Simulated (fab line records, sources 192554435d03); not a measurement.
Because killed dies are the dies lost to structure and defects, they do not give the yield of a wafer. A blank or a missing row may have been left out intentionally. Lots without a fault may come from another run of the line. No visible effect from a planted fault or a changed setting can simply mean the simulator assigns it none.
A sampling plan put to the test || flow n5_finfet || one fab line, 34 faults that these records tell of, each judged on the records of the lots that it struck
What counts as the plan is the set of the line's own looks, namely the steps on the route at which a gauge or an inspection reads a wafer and does not change it. A look is open to judgement when struck wafers have a number at it and the file gives its usual mean and standard deviation on fault-free wafers. Caught: 4 or more of those standard deviations (sigma) separate the usual mean from the mean of the struck wafers at a look after the fault's first step. On the tool: the same test on the tool's own readings at the fault's steps. Caught also covers a different recipe on the struck wafers, or a record left blank for those wafers only.

## THE FAULTS, as the simulator had put them in
1. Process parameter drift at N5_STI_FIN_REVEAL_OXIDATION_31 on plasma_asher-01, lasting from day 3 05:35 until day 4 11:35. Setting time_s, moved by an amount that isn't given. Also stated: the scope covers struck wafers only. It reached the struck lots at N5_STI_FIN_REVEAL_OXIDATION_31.
2. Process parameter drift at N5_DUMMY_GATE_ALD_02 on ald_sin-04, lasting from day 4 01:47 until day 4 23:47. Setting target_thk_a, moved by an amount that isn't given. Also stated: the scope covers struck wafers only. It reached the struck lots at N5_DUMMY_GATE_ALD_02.
3. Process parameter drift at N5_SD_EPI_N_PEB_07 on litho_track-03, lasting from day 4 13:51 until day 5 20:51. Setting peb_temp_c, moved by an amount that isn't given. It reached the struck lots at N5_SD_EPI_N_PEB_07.
4. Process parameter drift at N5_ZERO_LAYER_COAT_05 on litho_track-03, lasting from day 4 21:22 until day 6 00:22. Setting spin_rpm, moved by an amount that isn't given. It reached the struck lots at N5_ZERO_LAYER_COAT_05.
5. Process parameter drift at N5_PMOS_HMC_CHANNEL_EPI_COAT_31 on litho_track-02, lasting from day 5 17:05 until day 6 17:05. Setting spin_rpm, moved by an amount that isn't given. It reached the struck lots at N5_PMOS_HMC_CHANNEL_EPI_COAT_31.
6. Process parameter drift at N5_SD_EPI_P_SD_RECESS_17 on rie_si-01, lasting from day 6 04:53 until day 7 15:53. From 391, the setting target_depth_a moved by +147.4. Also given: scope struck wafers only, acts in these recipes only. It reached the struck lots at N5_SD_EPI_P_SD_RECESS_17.
7. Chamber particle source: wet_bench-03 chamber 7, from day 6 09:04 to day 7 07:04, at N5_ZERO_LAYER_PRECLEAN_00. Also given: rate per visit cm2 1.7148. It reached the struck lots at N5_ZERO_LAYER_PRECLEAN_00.
8. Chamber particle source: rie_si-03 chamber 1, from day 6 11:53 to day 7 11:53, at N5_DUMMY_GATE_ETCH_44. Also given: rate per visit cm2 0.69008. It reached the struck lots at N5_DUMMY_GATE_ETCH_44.
9. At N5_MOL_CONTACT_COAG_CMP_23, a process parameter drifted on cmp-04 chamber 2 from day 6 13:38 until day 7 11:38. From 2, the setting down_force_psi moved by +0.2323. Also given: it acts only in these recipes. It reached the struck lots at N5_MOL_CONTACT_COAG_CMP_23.
10. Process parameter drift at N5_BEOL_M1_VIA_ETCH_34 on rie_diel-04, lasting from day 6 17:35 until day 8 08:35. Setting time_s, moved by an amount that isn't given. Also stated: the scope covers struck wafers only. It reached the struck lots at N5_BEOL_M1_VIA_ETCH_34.
11. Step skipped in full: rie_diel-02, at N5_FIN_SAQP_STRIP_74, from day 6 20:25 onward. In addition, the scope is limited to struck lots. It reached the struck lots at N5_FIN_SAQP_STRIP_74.
12. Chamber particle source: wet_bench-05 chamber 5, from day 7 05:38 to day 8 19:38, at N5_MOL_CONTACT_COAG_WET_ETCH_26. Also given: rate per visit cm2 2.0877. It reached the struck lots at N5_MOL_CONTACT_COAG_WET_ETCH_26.
13. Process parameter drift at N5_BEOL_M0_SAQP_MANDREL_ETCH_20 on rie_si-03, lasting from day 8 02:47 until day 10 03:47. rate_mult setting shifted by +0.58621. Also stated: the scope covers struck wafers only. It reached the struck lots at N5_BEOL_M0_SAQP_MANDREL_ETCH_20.
14. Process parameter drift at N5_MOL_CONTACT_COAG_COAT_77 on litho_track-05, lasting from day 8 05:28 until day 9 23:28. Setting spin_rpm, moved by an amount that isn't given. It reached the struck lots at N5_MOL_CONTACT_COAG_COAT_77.
15. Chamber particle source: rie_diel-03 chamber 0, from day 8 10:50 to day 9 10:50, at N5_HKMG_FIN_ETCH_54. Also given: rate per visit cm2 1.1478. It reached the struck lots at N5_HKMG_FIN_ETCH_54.
16. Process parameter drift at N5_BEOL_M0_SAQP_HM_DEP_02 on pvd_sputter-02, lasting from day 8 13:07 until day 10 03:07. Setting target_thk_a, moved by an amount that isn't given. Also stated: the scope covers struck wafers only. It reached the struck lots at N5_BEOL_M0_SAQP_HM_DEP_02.
17. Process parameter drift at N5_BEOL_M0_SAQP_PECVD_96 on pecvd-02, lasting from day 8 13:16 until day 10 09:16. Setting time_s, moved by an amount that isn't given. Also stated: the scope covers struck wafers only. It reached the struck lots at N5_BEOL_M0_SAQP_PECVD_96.
18. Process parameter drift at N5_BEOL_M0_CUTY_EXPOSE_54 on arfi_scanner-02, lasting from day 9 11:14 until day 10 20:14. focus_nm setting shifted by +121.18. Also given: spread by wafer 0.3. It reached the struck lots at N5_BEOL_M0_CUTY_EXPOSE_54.
19. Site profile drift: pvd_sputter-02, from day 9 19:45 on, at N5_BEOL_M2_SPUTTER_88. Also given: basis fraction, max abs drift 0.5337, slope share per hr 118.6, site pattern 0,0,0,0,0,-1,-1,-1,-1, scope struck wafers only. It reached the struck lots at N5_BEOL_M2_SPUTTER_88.
20. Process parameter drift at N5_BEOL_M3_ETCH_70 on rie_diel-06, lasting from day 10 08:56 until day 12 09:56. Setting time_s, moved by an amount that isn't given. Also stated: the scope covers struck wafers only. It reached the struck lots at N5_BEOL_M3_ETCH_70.
21. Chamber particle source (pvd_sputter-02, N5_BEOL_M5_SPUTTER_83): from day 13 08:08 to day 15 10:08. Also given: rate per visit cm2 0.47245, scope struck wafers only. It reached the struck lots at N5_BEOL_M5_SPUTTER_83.
22. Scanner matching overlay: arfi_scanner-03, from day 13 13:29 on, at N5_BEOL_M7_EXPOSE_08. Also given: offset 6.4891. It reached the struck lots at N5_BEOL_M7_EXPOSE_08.
23. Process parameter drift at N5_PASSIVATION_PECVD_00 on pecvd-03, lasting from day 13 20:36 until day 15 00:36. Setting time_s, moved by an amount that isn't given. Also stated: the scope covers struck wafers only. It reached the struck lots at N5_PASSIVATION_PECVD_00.
24. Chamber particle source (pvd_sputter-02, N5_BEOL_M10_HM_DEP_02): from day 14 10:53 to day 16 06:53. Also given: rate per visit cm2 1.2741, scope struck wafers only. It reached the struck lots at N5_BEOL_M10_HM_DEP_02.
25. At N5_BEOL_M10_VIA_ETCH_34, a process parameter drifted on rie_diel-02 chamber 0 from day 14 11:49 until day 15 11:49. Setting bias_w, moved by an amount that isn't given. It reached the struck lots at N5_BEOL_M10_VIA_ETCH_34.
26. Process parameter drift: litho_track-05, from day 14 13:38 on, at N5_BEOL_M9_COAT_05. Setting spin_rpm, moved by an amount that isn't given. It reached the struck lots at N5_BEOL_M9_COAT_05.
27. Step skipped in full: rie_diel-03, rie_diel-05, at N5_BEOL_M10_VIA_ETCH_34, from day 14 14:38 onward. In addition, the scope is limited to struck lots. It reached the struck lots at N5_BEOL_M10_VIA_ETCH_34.
28. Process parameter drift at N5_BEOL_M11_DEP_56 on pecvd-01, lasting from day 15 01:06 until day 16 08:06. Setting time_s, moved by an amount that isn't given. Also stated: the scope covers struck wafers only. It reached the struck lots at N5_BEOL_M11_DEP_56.
29. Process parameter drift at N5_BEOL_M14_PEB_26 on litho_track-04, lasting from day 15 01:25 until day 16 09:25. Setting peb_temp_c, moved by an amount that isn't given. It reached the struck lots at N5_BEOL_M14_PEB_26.
30. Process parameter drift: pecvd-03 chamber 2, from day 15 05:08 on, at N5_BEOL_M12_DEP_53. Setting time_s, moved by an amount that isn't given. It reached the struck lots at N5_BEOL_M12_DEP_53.
31. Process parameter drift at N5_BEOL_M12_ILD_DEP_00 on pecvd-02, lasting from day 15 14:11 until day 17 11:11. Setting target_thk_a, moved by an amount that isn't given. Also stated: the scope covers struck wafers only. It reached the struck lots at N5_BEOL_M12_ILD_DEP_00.
32. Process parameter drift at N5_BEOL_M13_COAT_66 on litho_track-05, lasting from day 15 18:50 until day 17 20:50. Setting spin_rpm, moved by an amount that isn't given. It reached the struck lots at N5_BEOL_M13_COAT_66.
33. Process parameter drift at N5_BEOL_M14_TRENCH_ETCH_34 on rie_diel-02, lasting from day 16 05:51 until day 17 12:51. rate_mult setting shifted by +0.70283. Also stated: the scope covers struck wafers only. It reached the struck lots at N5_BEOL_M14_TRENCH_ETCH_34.
34. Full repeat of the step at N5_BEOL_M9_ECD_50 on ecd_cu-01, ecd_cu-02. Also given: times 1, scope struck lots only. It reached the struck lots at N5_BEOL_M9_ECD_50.

## WHAT THE PLAN SAW
{"fault": 1, "on the tool itself": "under 2 sigma", "first look that catches it": "none of the 5 looks that can be judged after it", "reading, sigma": "strongest: IOFF_N_LONG at N5_BEOL_M4_RC_MEAS_101, -3.1", "median hours from its first step to that look": "-", "hours from the fault's start to the first struck lot there": "-", "judged looks passed uncaught": 5}
{"fault": 2, "on the tool itself": "under 2 sigma", "first look that catches it": "N5_BEOL_M4_RC_MEAS_101", "reading, sigma": "EOT_P +6.4", "median hours from its first step to that look": 161.5, "hours from the fault's start to the first struck lot there": 162, "judged looks passed uncaught": 1}
{"fault": 3, "on the tool itself": "plate_temp_C +5.5 sigma", "first look that catches it": "none of the 4 looks that can be judged after it", "reading, sigma": "strongest: cd_nm at N5_SD_EPI_N_CD_MEAS_09, +2.7", "median hours from its first step to that look": "-", "hours from the fault's start to the first struck lot there": "-", "judged looks passed uncaught": 4}
{"fault": 4, "on the tool itself": "spin_speed_rpm -99 or beyond sigma", "first look that catches it": "none of the 2 looks that can be judged after it", "reading, sigma": "-", "median hours from its first step to that look": "-", "hours from the fault's start to the first struck lot there": "-", "judged looks passed uncaught": 2}
{"fault": 5, "on the tool itself": "spin_speed_rpm +35 sigma", "first look that catches it": "not the one look that can be judged after it", "reading, sigma": "-", "median hours from its first step to that look": "-", "hours from the fault's start to the first struck lot there": "-", "judged looks passed uncaught": 1}
{"fault": 6, "on the tool itself": "under 2 sigma", "first look that catches it": "N5_BEOL_M4_RC_MEAS_101", "reading, sigma": "IOFF_P +99 or beyond", "median hours from its first step to that look": 142.2, "hours from the fault's start to the first struck lot there": 146, "judged looks passed uncaught": 0}
{"fault": 7, "on the tool itself": "under 2 sigma", "first look that catches it": "N5_ZERO_LAYER_INSPECT_20", "reading, sigma": "raw_defect_count +70", "median hours from its first step to that look": 1.3, "hours from the fault's start to the first struck lot there": 10, "judged looks passed uncaught": 0}
{"fault": 8, "on the tool itself": "under 2 sigma", "first look that catches it": "N5_SPACER0_INSPECT_04", "reading, sigma": "raw_defect_count +12", "median hours from its first step to that look": 1.3, "hours from the fault's start to the first struck lot there": 8, "judged looks passed uncaught": 1}
{"fault": 9, "on the tool itself": "head_pressure_psi +50 sigma", "first look that catches it": "not the one look that can be judged after it", "reading, sigma": "-", "median hours from its first step to that look": "-", "hours from the fault's start to the first struck lot there": "-", "judged looks passed uncaught": 1}
{"fault": 10, "on the tool itself": "run_length_s -39 sigma", "first look that catches it": "not the one look that can be judged after it", "reading, sigma": "-", "median hours from its first step to that look": "-", "hours from the fault's start to the first struck lot there": "-", "judged looks passed uncaught": 1}
{"fault": 11, "on the tool itself": "no reading that can be judged", "first look that catches it": "not the one look that can be judged after it", "reading, sigma": "-", "median hours from its first step to that look": "-", "hours from the fault's start to the first struck lot there": "-", "judged looks passed uncaught": 1}
{"fault": 12, "on the tool itself": "no reading that can be judged", "first look that catches it": "no look after it can be judged", "reading, sigma": "-", "median hours from its first step to that look": "-", "hours from the fault's start to the first struck lot there": "-", "judged looks passed uncaught": 0}
{"fault": 13, "on the tool itself": "under 2 sigma", "first look that catches it": "not the one look that can be judged after it", "reading, sigma": "-", "median hours from its first step to that look": "-", "hours from the fault's start to the first struck lot there": "-", "judged looks passed uncaught": 1}
{"fault": 14, "on the tool itself": "spin_speed_rpm +38 sigma", "first look that catches it": "not the one look that can be judged after it", "reading, sigma": "-", "median hours from its first step to that look": "-", "hours from the fault's start to the first struck lot there": "-", "judged looks passed uncaught": 1}
{"fault": 15, "on the tool itself": "under 2 sigma", "first look that catches it": "not the one look that can be judged after it", "reading, sigma": "-", "median hours from its first step to that look": "-", "hours from the fault's start to the first struck lot there": "-", "judged looks passed uncaught": 1}
{"fault": 16, "on the tool itself": "under 2 sigma", "first look that catches it": "not the one look that can be judged after it", "reading, sigma": "-", "median hours from its first step to that look": "-", "hours from the fault's start to the first struck lot there": "-", "judged looks passed uncaught": 1}
{"fault": 17, "on the tool itself": "only faintly: run_length_s -2.8 sigma", "first look that catches it": "not the one look that can be judged after it", "reading, sigma": "-", "median hours from its first step to that look": "-", "hours from the fault's start to the first struck lot there": "-", "judged looks passed uncaught": 1}
{"fault": 18, "on the tool itself": "exposure_dose_mJ_cm2 -89 sigma", "first look that catches it": "N5_BEOL_M0_CUTY_CD_MEAS_57", "reading, sigma": "cd_nm -39", "median hours from its first step to that look": 0.1, "hours from the fault's start to the first struck lot there": 15, "judged looks passed uncaught": 0}
{"fault": 19, "on the tool itself": "under 2 sigma", "first look that catches it": "none of the 3 looks that can be judged after it", "reading, sigma": "-", "median hours from its first step to that look": "-", "hours from the fault's start to the first struck lot there": "-", "judged looks passed uncaught": 3}
{"fault": 20, "on the tool itself": "run_length_s +99 or beyond sigma", "first look that catches it": "not the one look that can be judged after it", "reading, sigma": "-", "median hours from its first step to that look": "-", "hours from the fault's start to the first struck lot there": "-", "judged looks passed uncaught": 1}
{"fault": 21, "on the tool itself": "under 2 sigma", "first look that catches it": "not the one look that can be judged after it", "reading, sigma": "-", "median hours from its first step to that look": "-", "hours from the fault's start to the first struck lot there": "-", "judged looks passed uncaught": 1}
{"fault": 22, "on the tool itself": "under 2 sigma", "first look that catches it": "N5_BEOL_M7_OVL_MEAS_12", "reading, sigma": "M7_OVL +8.4", "median hours from its first step to that look": 0.2, "hours from the fault's start to the first struck lot there": 18, "judged looks passed uncaught": 0}
{"fault": 23, "on the tool itself": "under 2 sigma", "first look that catches it": "no look after it can be judged", "reading, sigma": "-", "median hours from its first step to that look": "-", "hours from the fault's start to the first struck lot there": "-", "judged looks passed uncaught": 0}
{"fault": 24, "on the tool itself": "under 2 sigma", "first look that catches it": "N5_BEOL_M10_INSPECT_13", "reading, sigma": "raw_defect_count +8.5", "median hours from its first step to that look": 0.5, "hours from the fault's start to the first struck lot there": 1, "judged looks passed uncaught": 1}
{"fault": 25, "on the tool itself": "bias_w -67 sigma", "first look that catches it": "no look after it can be judged", "reading, sigma": "-", "median hours from its first step to that look": "-", "hours from the fault's start to the first struck lot there": "-", "judged looks passed uncaught": 0}
{"fault": 26, "on the tool itself": "spin_speed_rpm +70 sigma", "first look that catches it": "no look after it can be judged", "reading, sigma": "-", "median hours from its first step to that look": "-", "hours from the fault's start to the first struck lot there": "-", "judged looks passed uncaught": 0}
{"fault": 27, "on the tool itself": "the tool's record is blank for the struck wafers", "first look that catches it": "not the one look that can be judged after it", "reading, sigma": "-", "median hours from its first step to that look": "-", "hours from the fault's start to the first struck lot there": "-", "judged looks passed uncaught": 1}
{"fault": 28, "on the tool itself": "under 2 sigma", "first look that catches it": "not the one look that can be judged after it", "reading, sigma": "-", "median hours from its first step to that look": "-", "hours from the fault's start to the first struck lot there": "-", "judged looks passed uncaught": 1}
{"fault": 29, "on the tool itself": "plate_temp_C +26 sigma", "first look that catches it": "N5_BEOL_M14_CD_MEAS_28", "reading, sigma": "cd_nm +5.9", "median hours from its first step to that look": 0.1, "hours from the fault's start to the first struck lot there": 13, "judged looks passed uncaught": 0}
{"fault": 30, "on the tool itself": "under 2 sigma", "first look that catches it": "not the one look that can be judged after it", "reading, sigma": "-", "median hours from its first step to that look": "-", "hours from the fault's start to the first struck lot there": "-", "judged looks passed uncaught": 1}
{"fault": 31, "on the tool itself": "under 2 sigma", "first look that catches it": "N5_BEOL_M12_THK_MEAS_01", "reading, sigma": "M12_ILD_THK +34", "median hours from its first step to that look": 0.1, "hours from the fault's start to the first struck lot there": 18, "judged looks passed uncaught": 0}
{"fault": 32, "on the tool itself": "spin_speed_rpm +99 or beyond sigma", "first look that catches it": "no look after it can be judged", "reading, sigma": "-", "median hours from its first step to that look": "-", "hours from the fault's start to the first struck lot there": "-", "judged looks passed uncaught": 0}
{"fault": 33, "on the tool itself": "oes_product_au +4.1 sigma", "first look that catches it": "N5_BEOL_M14_OCD_MEAS_35", "reading, sigma": "trench_depth_nm +23", "median hours from its first step to that look": 0.2, "hours from the fault's start to the first struck lot there": 14, "judged looks passed uncaught": 0}
{"fault": 34, "on the tool itself": "no reading that can be judged", "first look that catches it": "no look after it can be judged", "reading, sigma": "-", "median hours from its first step to that look": "-", "hours from the fault's start to the first struck lot there": "-", "judged looks passed uncaught": 0}
Dash: fault not caught, or number not given in these records.

Caught at a look: 10 of 34. Caught on the tool: 14 of 34. By one or the other: 21 of 34.
Faults 3, 4, 5, 9, 10, 14, 20, 25, 26, 27, 32 were caught on the tool alone.
Caught at a look alone: faults 2, 6, 7, 8, 22, 24, 31.
Caught by neither: faults 1, 11, 12, 13, 15, 16, 17, 19, 21, 23, 28, 30, 34.

## THINNER SAMPLING
Were the look that catches a fault to measure just every second or every third lot (counted by lot number), the first struck lot would, at worst, be measured this late:
{"fault": 2, "struck lots at that look, in order of time": "L422, L424, L423", "every lot": "162 h", "every second lot": "189 h", "every third lot": "189 h"}
{"fault": 6, "struck lots at that look, in order of time": "L595, L600", "every lot": "146 h", "every second lot": "182 h", "every third lot": "may miss all 2"}
{"fault": 7, "struck lots at that look, in order of time": "L229", "every lot": "10 h", "every second lot": "may miss it", "every third lot": "may miss it"}
{"fault": 8, "struck lots at that look, in order of time": "L346", "every lot": "8 h", "every second lot": "may miss it", "every third lot": "may miss it"}
{"fault": 18, "struck lots at that look, in order of time": "L944", "every lot": "15 h", "every second lot": "may miss it", "every third lot": "may miss it"}
{"fault": 22, "struck lots at that look, in order of time": "L363, L364", "every lot": "18 h", "every second lot": "22 h", "every third lot": "may miss all 2"}
{"fault": 24, "struck lots at that look, in order of time": "L255", "every lot": "1 h", "every second lot": "may miss it", "every third lot": "may miss it"}
{"fault": 29, "struck lots at that look, in order of time": "L525, L522", "every lot": "13 h", "every second lot": "14 h", "every third lot": "may miss all 2"}
{"fault": 31, "struck lots at that look, in order of time": "L563, L565", "every lot": "18 h", "every second lot": "may miss all 2", "every third lot": "may miss all 2"}
{"fault": 33, "struck lots at that look, in order of time": "L957, L960", "every lot": "14 h", "every second lot": "30 h", "every third lot": "may miss all 2"}
The hour figures run from when the fault began to the first measured lot among those it struck. Since the struck wafers were tested as one group against 4 sigma, a single lot by itself may lie under the limit. Other struck lots may not be in these records.

## THE LONGEST TIMED WAY FROM STEP TO LOOK
Fault 2: a median of 161.5 hours passes between N5_DUMMY_GATE_ALD_02 and N5_BEOL_M4_RC_MEAS_101. The look between them that can be judged stayed within 4 sigma: N5_BEOL_M4_THK_MEAS_53.
